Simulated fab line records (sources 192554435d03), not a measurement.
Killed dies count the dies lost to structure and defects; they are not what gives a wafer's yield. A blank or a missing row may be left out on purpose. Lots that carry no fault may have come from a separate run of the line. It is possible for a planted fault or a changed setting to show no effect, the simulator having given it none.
What tool caused it?	flow n5-finfet	24 lots with 72 wafers sampled at 6 steps, on a route of 1938 steps

## WHAT THE GAUGES SHOWED, per wafer
N5_BEOL_M8_THK_MEAS_01. Usual: for M8_ILD_THK the level is 154.1 nm and the standard deviation is 1.8.
lot	measured	on	M8_ILD_THK (nm)	flag
L075	day 9 18:55	film-metro-01	151.4 157.4 155.2	
L074	day 9 21:34	film-metro-02	155.6 154.7 155.3	
L076	day 9 23:37	film-metro-02	152.2 156.2 155.2	
L077	day 10 04:55	film-metro-01	152.6 153.7 155.4	
L078	day 10 07:47	film-metro-02	156.9 154.7 156.6	
L079	day 10 09:15	film-metro-01	152.5 154.0 155.3	
L080	day 10 22:39	film-metro-02	149.8 152.0 152.1	
L081	day 11 05:26	film-metro-02	153.8 153.9 154.5	
L082	day 11 17:46	film-metro-01	153.1 154.5 154.3	
L083	day 11 23:18	film-metro-01	152.0 151.5 153.3	
L084	day 12 07:52	film-metro-01	153.1 154.7 154.9	
L085	day 12 10:27	film-metro-01	151.6 156.0 156.1	
L087	day 12 20:53	film-metro-02	155.0 154.7 156.8	
L088	day 12 21:08	film-metro-01	157.7 156.2 157.0	
L089	day 12 23:41	film-metro-02	151.7 153.0 154.6	
L086	day 13 00:40	film-metro-01	154.1 154.0 156.0	
L090	day 13 08:29	film-metro-02	154.5 155.1 156.9	
L092	day 13 22:01	film-metro-02	150.9 155.9 155.4	
L091	day 14 00:43	film-metro-02	152.8 152.7 152.6	
L093	day 14 01:47	film-metro-02	153.3 154.9 156.5	
L095	day 14 09:58	film-metro-02	153.2 154.6 154.1	
L094	day 14 12:52	film-metro-01	153.4 152.5 155.5	
L096	day 14 19:08	film-metro-01	152.8 155.2 153.9	
L097	day 14 23:35	film-metro-01	155.7 154.8 154.8	

N5_BEOL_M8_INSPECT_13: inspects for defects (brightfield). Usual: raw-defect-count 461, standard deviation 100.
lot	measured	on	raw-defect-count	flag
L075	day 9 20:34	defect-inspect-02	485 384 375	
L074	day 9 22:13	defect-inspect-02	424 459 425	
L076	day 10 00:19	defect-inspect-01	370 319 470	
L077	day 10 05:26	defect-inspect-01	393 465 413	
L078	day 10 08:19	defect-inspect-01	643 390 456	
L079	day 10 10:59	defect-inspect-01	378 470 279	
L080	day 10 23:36	defect-inspect-01	442 535 528	
L081	day 11 07:25	defect-inspect-02	474 302 407	
L082	day 11 19:08	defect-inspect-02	429 309 514	
L083	day 12 00:14	defect-inspect-02	619 530 631	
L084	day 12 08:47	defect-inspect-01	504 634 427	
L085	day 12 11:37	defect-inspect-01	387 392 331	
L087	day 12 21:25	defect-inspect-01	362 471 628	
L088	day 12 21:47	defect-inspect-02	455 439 463	
L089	day 13 01:19	defect-inspect-01	451 449 304	
L086	day 13 02:03	defect-inspect-01	598 486 464	
L090	day 13 10:52	defect-inspect-02	608 593 474	
L092	day 13 23:12	defect-inspect-02	576 415 571	
L091	day 14 01:53	defect-inspect-02	469 373 414	
L093	day 14 02:26	defect-inspect-01	282 236 277	
L095	day 14 11:29	defect-inspect-02	728 648 725	
L094	day 14 14:32	defect-inspect-01	639 564 449	
L096	day 14 20:46	defect-inspect-02	498 542 380	
L097	day 15 00:51	defect-inspect-02	530 399 411	

N5_BEOL_M8_CD_MEAS_28: target cd 40 nm. Usual: cd-nm 40.08 nm, standard deviation 0.22.
lot	measured	on	cd-nm (nm)	flag
L075	day 9 21:33	cd-sem-03	40.03 40.08 39.80	
L074	day 9 23:08	cd-sem-02	39.92 40.41 40.39	
L076	day 10 02:56	cd-sem-02	40.00 40.16 40.02	
L077	day 10 06:25	cd-sem-02	39.92 39.85 39.68	
L078	day 10 09:35	cd-sem-01	40.06 40.11 40.19	
L079	day 10 12:17	cd-sem-02	39.94 39.94 39.98	
L080	day 11 02:53	cd-sem-02	40.27 40.11 40.22	
L081	day 11 11:11	cd-sem-03	40.21 40.39 40.16	
L082	day 11 21:10	cd-sem-03	40.27 39.83 39.90	
L083	day 12 03:32	cd-sem-01	39.81 40.08 40.02	
L084	day 12 09:51	cd-sem-03	39.97 39.80 40.08	
L085	day 12 12:29	cd-sem-03	40.06 39.86 40.11	
L087	day 13 00:04	cd-sem-02	40.25 39.95 40.31	
L088	day 13 00:02	cd-sem-01	39.95 40.02 40.10	
L089	day 13 02:27	cd-sem-01	39.72 39.75 40.25	
L086	day 13 04:17	cd-sem-01	40.49 39.93 40.15	
L090	day 13 11:49	cd-sem-03	40.28 40.44 40.40	
L092	day 14 00:01	cd-sem-02	40.11 40.81 40.27	
L091	day 14 03:22	cd-sem-02	40.23 40.09 39.98	
L093	day 14 03:39	cd-sem-01	39.91 40.46 40.21	
L095	day 14 13:25	cd-sem-02	40.41 40.02 39.84	
L094	day 14 16:03	cd-sem-03	40.00 39.84 40.10	
L096	day 14 23:20	cd-sem-01	40.12 39.97 40.06	
L097	day 15 05:12	cd-sem-01	40.23 40.10 39.81	

N5_BEOL_M8_INSPECT_58: inspects for defects (darkfield). Usual: raw-defect-count 76, standard deviation 23.
lot	measured	on	raw-defect-count	flag
L075	day 10 01:10	defect-inspect-01	113 56 74	
L074	day 10 04:17	defect-inspect-02	44 57 49	
L076	day 10 07:31	defect-inspect-01	61 92 80	
L077	day 10 10:53	defect-inspect-01	62 125 146	
L078	day 10 14:35	defect-inspect-01	62 65 100	
L079	day 10 16:43	defect-inspect-02	66 129 84	
L080	day 11 07:02	defect-inspect-01	102 62 46	
L081	day 11 14:51	defect-inspect-02	75 86 82	
L082	day 12 00:28	defect-inspect-02	56 82 85	
L083	day 12 06:37	defect-inspect-01	56 74 78	
L084	day 12 12:39	defect-inspect-01	69 65 68	
L085	day 12 16:16	defect-inspect-02	144 77 65	
L087	day 13 03:22	defect-inspect-01	61 62 85	
L088	day 13 03:17	defect-inspect-01	95 58 63	
L089	day 13 07:07	defect-inspect-01	78 93 85	
L086	day 13 07:28	defect-inspect-02	90 57 52	
L090	day 13 15:29	defect-inspect-01	42 42 48	
L092	day 14 03:16	defect-inspect-01	61 63 74	
L091	day 14 06:35	defect-inspect-01	94 88 77	
L093	day 14 07:23	defect-inspect-01	118 73 72	
L095	day 14 17:31	defect-inspect-01	81 70 80	
L094	day 14 19:05	defect-inspect-02	50 90 75	
L096	day 15 02:32	defect-inspect-01	100 103 95	
L097	day 15 08:42	defect-inspect-01	90 81 107	

## TOOL THAT RAN EACH LOT (tool first, then ch and the chambers of the sampled wafers, then the start)
lot	N5_BEOL_M8_ETCH_61	N5_BEOL_M8_STRIP_19
L075	rie-diel-05 ch 0,3, day 9 20:49	rie-diel-05 ch 0,3, day 9 21:10
L074	rie-diel-01 ch 0,1, day 9 22:17	rie-diel-03 ch 0,1,2, day 9 22:40
L076	rie-diel-05 ch 0,2,3, day 10 00:23	rie-diel-01 ch 0,2,3, day 10 00:44
L077	rie-diel-05 ch 1,2, day 10 05:30	rie-diel-01 ch 0,2,3, day 10 05:52
L078	rie-diel-05 ch 0,3, day 10 08:40	rie-diel-05 ch 0,1,3, day 10 09:05
L079	rie-diel-05 ch 0,1,3, day 10 11:09	rie-diel-05 ch 0,1, day 10 11:41
L080	rie-diel-01 ch 0,1, day 10 23:40	rie-diel-03 ch 0,3, day 11 00:02
L081	rie-diel-01 ch 0,2, day 11 07:29	rie-diel-05 ch 1,2,3, day 11 07:52
L082	rie-diel-01 ch 0,1,3, day 11 19:21	rie-diel-03 ch 0,1, day 11 19:53
L083	rie-diel-01 ch 0,1,2, day 12 00:19	rie-diel-01 ch 0,2,3, day 12 00:45
L084	rie-diel-05 ch 2,3, day 12 08:59	rie-diel-01 ch 0,3, day 12 09:20
L085	rie-diel-03 ch 1,3, day 12 11:41	rie-diel-01 ch 2,3, day 12 12:06
L087	rie-diel-03 ch 0,1,2, day 12 21:55	rie-diel-03 ch 0,1, day 12 22:20
L088	rie-diel-05 ch 0,3, day 12 22:07	rie-diel-03 ch 0,1, day 12 22:29
L089	rie-diel-03 ch 0,2,3, day 13 01:41	rie-diel-03 ch 0,1,3, day 13 02:02
L086	rie-diel-01 ch 0,1, day 13 02:07	rie-diel-03 ch 0,1, day 13 02:29
L090	rie-diel-05 ch 0,1,3, day 13 10:56	rie-diel-01 ch 1,2,3, day 13 11:18
L092	rie-diel-05 ch 0,2,3, day 13 23:16	rie-diel-05 ch 1,2,3, day 13 23:37
L091	rie-diel-01 ch 0,1,2, day 14 01:58	rie-diel-01 ch 1,2,3, day 14 02:19
L093	rie-diel-03 ch 1,2,3, day 14 02:31	rie-diel-01 ch 0,1, day 14 02:52
L095	rie-diel-05 ch 0,2, day 14 11:56	rie-diel-05 ch 0,2,3, day 14 12:18
L094	rie-diel-01 ch 1,2,3, day 14 15:17	rie-diel-03 ch 0,1,3, day 14 15:39
L096	rie-diel-01 ch 1,2, day 14 20:59	rie-diel-03 ch 1,3, day 14 21:20
L097	rie-diel-03 ch 0,1,3, day 15 00:57	rie-diel-05 ch 0,1,3, day 15 01:23
- N5_BEOL_M8_ETCH_61: etches SiARC in CF4, target depth 45.5 nm, time 75.8 s.
- N5_BEOL_M8_STRIP_19: strips in O2.

## AS READ BY THE TOOLS THEMSELVES (means over the sampled wafers that have a number; for cases with no such wafer, the mark the record gives instead)
N5_BEOL_M8_ETCH_61. Usual: cf4-flow-sccm is 100.0 sccm with standard deviation 0.3, drypump-motor-current-A is 5.8 A with standard deviation 0.47, etch-rf-on-time-s is 76.6 s with standard deviation 1.3, oes-product-au is 0.66 a.u. with standard deviation 0.08, rf-vpp-V is 184.1 V with standard deviation 1.2, showerhead-plenum-p-Torr is 2.15 Torr with standard deviation 0.071, and throttle-valve-pct is 15.55 % with standard deviation 0.26.
lot	tool	cf4-flow-sccm (sccm)	drypump-motor-current-A (A)	etch-rf-on-time-s (s)	oes-product-au (a.u.)	rf-vpp-V (V)	showerhead-plenum-p-Torr (Torr)	throttle-valve-pct (%)	flag
L075	rie-diel-05	100.1	5.3	78.5	0.60	184.2	2.15	15.80	
L074	rie-diel-01	100.1	5.7	76.5	0.74	183.6	2.14	15.23	
L076	rie-diel-05	100.0	5.6	77.6	0.60	184.1	2.15	15.80	
L077	rie-diel-05	100.3	6.2	76.4	0.67	184.5	2.12	15.65	
L078	rie-diel-05	100.0	5.2	77.5	0.59	184.2	2.18	15.78	
L079	rie-diel-05	99.9	5.6	76.7	0.68	184.8	2.14	15.64	
L080	rie-diel-01	99.8	5.7	77.5	0.72	183.6	2.14	15.24	
L081	rie-diel-01	100.2	5.4	75.7	0.71	185.3	2.23	15.28	
L082	rie-diel-01	100.3	5.6	76.6	0.68	183.9	2.16	15.34	
L083	rie-diel-01	99.7	5.7	75.9	0.68	183.9	2.16	15.37	
L084	rie-diel-05	100.1	5.6	78.8	0.59	183.3	2.12	15.86	
L085	rie-diel-03	100.3	6.1	75.3	0.65	183.6	2.11	15.51	
L087	rie-diel-03	99.9	6.2	76.8	0.65	184.4	2.18	15.64	
L088	rie-diel-05	99.9	5.3	75.8	0.67	183.8	2.14	15.67	
L089	rie-diel-03	100.0	6.4	76.5	0.65	183.6	2.11	15.72	
L086	rie-diel-01	100.1	5.9	77.0	0.64	183.3	2.08	15.45	
L090	rie-diel-05	100.2	5.5	75.6	0.72	183.2	2.14	15.51	
L092	rie-diel-05	99.9	5.6	76.4	0.65	183.5	2.14	15.70	
L091	rie-diel-01	99.7	5.7	76.9	0.66	183.6	2.15	15.40	
L093	rie-diel-03	99.9	6.2	76.1	0.62	184.9	2.16	15.68	
L095	rie-diel-05	100.1	5.9	76.9	0.64	183.8	2.14	15.70	
L094	rie-diel-01	99.8	5.6	76.7	0.63	184.6	2.17	15.51	
L096	rie-diel-01	99.6	5.6	75.9	0.63	184.8	2.17	15.53	
L097	rie-diel-03	100.1	6.1	76.4	0.65	184.3	2.12	15.54	

N5_BEOL_M8_STRIP_19. Usual: drypump-motor-current-A 5.8 A, standard deviation 0.48; o2-flow-sccm 225.0 sccm, standard deviation 0.67; oes-product-au 0.77 a.u., standard deviation 0.079; rf-vpp-V 3.6 V, standard deviation 0.6; showerhead-plenum-p-Torr 2.11 Torr, standard deviation 0.078; throttle-valve-pct 16.58 %, standard deviation 0.24.
lot	tool	drypump-motor-current-A (A)	o2-flow-sccm (sccm)	oes-product-au (a.u.)	rf-vpp-V (V)	showerhead-plenum-p-Torr (Torr)	throttle-valve-pct (%)	flag
L075	rie-diel-05	5.3	225.4	0.71	3.7	2.13	16.84	
L074	rie-diel-03	6.2	224.4	0.79	3.0	2.13	16.63	
L076	rie-diel-01	5.3	225.5	0.85	3.9	2.19	16.31	
L077	rie-diel-01	5.3	225.1	0.84	4.1	2.19	16.28	
L078	rie-diel-05	5.6	224.2	0.80	3.6	2.10	16.67	
L079	rie-diel-05	5.8	224.7	0.88	3.4	2.09	16.52	
L080	rie-diel-03	6.3	224.7	0.80	3.9	2.02	16.59	
L081	rie-diel-05	5.9	224.8	0.79	3.8	2.07	16.68	
L082	rie-diel-03	5.9	225.3	0.80	3.6	2.15	16.46	
L083	rie-diel-01	5.3	225.1	0.82	3.5	2.18	16.32	
L084	rie-diel-01	5.4	225.3	0.85	4.0	2.16	16.19	
L085	rie-diel-01	5.3	225.4	0.79	4.4	2.21	16.45	
L087	rie-diel-03	5.9	225.0	0.78	4.0	2.14	16.45	
L088	rie-diel-03	5.9	225.1	0.78	2.8	2.14	16.47	
L089	rie-diel-03	6.1	224.1	0.78	3.5	2.08	16.54	
L086	rie-diel-03	6.1	224.5	0.81	3.4	2.09	16.53	
L090	rie-diel-01	5.5	225.3	0.74	3.7	2.13	16.53	
L092	rie-diel-05	5.9	225.3	0.75	3.7	2.06	16.73	
L091	rie-diel-01	5.5	225.1	0.74	3.7	2.13	16.53	
L093	rie-diel-01	5.9	224.7	0.75	3.7	2.03	16.48	
L095	rie-diel-05	5.6	224.6	0.76	3.9	2.09	16.74	
L094	rie-diel-03	6.1	225.7	0.77	3.1	2.08	16.57	
L096	rie-diel-03	5.9	225.4	0.74	3.6	2.13	16.51	
L097	rie-diel-05	5.6	224.7	0.82	3.3	2.08	16.57	

## THE ANSWER, worked out from the rows above alone
Rule: lot off if the mean of its wafers having a number is beyond 3 standard deviations from the usual mean. A lot without any number at a reading at which 4 lots or more have one is off too. The other lots that the step has rows for count as sound. First the gauges in route order, then the tools' own readings, where a lot's mean is used as printed above. The first step at which some lot is off is used, and at that step the reading that is off furthest; a lot without a number counts as furthest.
Across all readings shown, no lot is off: no conclusion can be drawn from this.

## WHAT THE SIMULATOR HAD PUT IN
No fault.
